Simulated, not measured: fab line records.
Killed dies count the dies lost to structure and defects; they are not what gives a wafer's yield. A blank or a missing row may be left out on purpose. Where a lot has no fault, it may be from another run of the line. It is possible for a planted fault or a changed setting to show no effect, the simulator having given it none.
Chamber matching	flow n5 finfet	rie diel-05 running N5_FIN_CUT_ETCH_30: 4 sister chambers
The step etches underlayer in N2/H2, target depth 13 nm, time 10.4 s. 4 wafers are shown with their chamber, then 8 later ones without.

== WAFERS PAIRED WITH THEIR CHAMBERS ==
wafer	chamber	drypump motor current A (A)
L081.5	3	5.8
L084.2	1	6.0
L084.3	2	5.3
L088.1	0	5.0

== WAFERS MISSING THEIR CHAMBER ==
wafer	drypump motor current A (A)
L088.4	5.3
L088.6	5.0
L090.1	5.0
L090.5	6.0
L090.6	5.1
L093.2	5.8
L093.3	6.0
L093.4	5.3

== WHICH CHAMBER EACH WENT THROUGH ==
wafer	from the rows above	in truth
L088.4	2	2
L088.6	0	0
L090.1	0	0
L090.5	1	1
L090.6	0	0
L093.2	3	3
L093.3	1	1
L093.4	2	2
Correctly placed: 8 of 8. From these rows, 0 cannot be placed. Number placed wrongly: 0.
How it was worked out, from the rows above alone: a wafer's distance from a chamber is the root of the sum, over the readings, of the square of ((its reading less the chamber's mean) divided by the reading's scatter). The wafer belongs to the nearest chamber; if the next one is less than 2 further off, it can't be placed. A chamber's mean is the mean of its shown wafers. The scatter: root of mean squared gap, hidden wafer to nearest shown wafer, with one shown wafer a chamber.
